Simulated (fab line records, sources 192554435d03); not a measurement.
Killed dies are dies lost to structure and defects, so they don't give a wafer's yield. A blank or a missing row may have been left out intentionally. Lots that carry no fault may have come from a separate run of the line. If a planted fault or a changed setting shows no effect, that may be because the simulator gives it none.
A single fault, viewed from 3 desks / flow n5-finfet / what lay behind the numbers comes last; until then each desk has only its own

== THE DEFECT DESK ==
For each lot, the counts of the inspections along the route, averaged over the sampled wafers that have a number. If a lot's mean is further than 4 standard deviations from the usual mean, the lot is out of limits and carries the mark OUT (the distance appears in the brackets).
Columns: A = raw-defect-count at N5_SD_EPI_N_INSPECT_26, usual 198; B = raw-defect-count at N5_SD_EPI_P_INSPECT_26, usual 167
lot=L721; first seen here=day 3 09:29; A=251; B=208
lot=L724; first seen here=day 4 04:51; A=192; B=173
lot=L725; first seen here=day 4 11:15; A=211; B=168
lot=L728; first seen here=day 5 03:52; A=180; B=175
lot=L729; first seen here=day 5 10:38; A=185; B=168
lot=L737; first seen here=day 7 10:04; A=137; B=98
lot=L738; first seen here=day 7 15:49; A=166; B=116
lot=L740; first seen here=day 8 02:58; A=286; B=230
lot=L741; first seen here=day 8 10:29; A=210; B=161
lot=L742; first seen here=day 8 16:46; A=227; B=210
lot=L743; first seen here=day 8 23:44; A=159; B=134
Result from this desk: across the 11 lots, nothing is out of limits.

== FOR THE TOOL OWNER'S DESK: epi-rpcvd-04 ==
The tool's own readings at N5_SD_EPI_P_EPI_21 (deposits SiGe:B, time 355 s): means of the sampled wafers that have a number, for each lot that ran on this tool. If a lot's mean is further than 4 standard deviations from the usual mean, the lot is out of limits and carries the mark OUT (the distance appears in the brackets).
Columns: A = chamber-pressure-Torr at N5_SD_EPI_P_EPI_21, usual 20.00 Torr
lot=L728; first seen here=day 5 06:04; A=20.05
lot=L729; first seen here=day 5 12:28; A=19.96
lot=L740; first seen here=day 8 04:53; A=20.00
lot=L741; first seen here=day 8 12:29; A=19.99
lot=L742; first seen here=day 8 19:09; A=20.01
lot=L743; first seen here=day 9 01:34; A=19.99
Result from this desk: across the 6 lots, nothing is out of limits.

== THE METROLOGY DESK ==
Means of the sampled wafers that have a number, per lot and without regard to the tool the lot ran on: this is what the gauges read. If a lot's mean is further than 4 standard deviations from the usual mean, the lot is out of limits and carries the mark OUT (the distance appears in the brackets). 7 of its 10 readings are shown, namely those furthest out on some lot.
Columns: A = DIBL_N at N5_BEOL_M4_RC_MEAS_101, usual 36.5 mV/V; B = DIBL_P at N5_BEOL_M4_RC_MEAS_101, usual 36.3 mV/V; C = ION_N at N5_BEOL_M4_RC_MEAS_101, usual 676 uA/um; D = ION_P at N5_BEOL_M4_RC_MEAS_101, usual 462 uA/um; E = SS_N at N5_BEOL_M4_RC_MEAS_101, usual 71.5 mV/dec; F = VT_N at N5_BEOL_M4_RC_MEAS_101, usual 249 mV; G = VT_P at N5_BEOL_M4_RC_MEAS_101, usual -250 mV
lot=L721; first seen here=day 8 16:08; A=37.3; B=37.0; C=693; D=472; E=71.6; F=243; G=-248
lot=L724; first seen here=day 9 01:47; A=35.1; B=33.8; C=664; D=452; E=70.4; F=253; G=-249
lot=L725; first seen here=day 9 09:56; A=38.2; B=37.4; C=681; D=467; E=71.5; F=247; G=-247
lot=L729; first seen here=day 10 05:56; A=36.3; B=35.1; C=672; D=452; E=71.4; F=249; G=-256
lot=L728; first seen here=day 10 12:07; A=34.3; B=33.9; C=670; D=458; E=70.3; F=251; G=-251
lot=L740; first seen here=day 13 01:03; A=37.1; B=37.6; C=675; D=462; E=71.1; F=250; G=-249
lot=L741; first seen here=day 13 05:24; A=36.4; B=35.6; C=671; D=459; E=71.5; F=250; G=-251
lot=L743; first seen here=day 13 22:10; A=37.1; B=36.2; C=682; D=469; E=71.7; F=248; G=-248
lot=L742; first seen here=day 13 22:52; A=36.7; B=36.8; C=665; D=463; E=72.0; F=250; G=-248
Result from this desk: across the 9 lots, nothing is out of limits.

== PUT TOGETHER ==
The defect desk saw nothing out of limits.
The desk of the tool owner found nothing out of limits.
From the metrology desk's view, nothing was out of limits.

== WHAT HAD BEEN PUT IN BY THE SIMULATOR ==
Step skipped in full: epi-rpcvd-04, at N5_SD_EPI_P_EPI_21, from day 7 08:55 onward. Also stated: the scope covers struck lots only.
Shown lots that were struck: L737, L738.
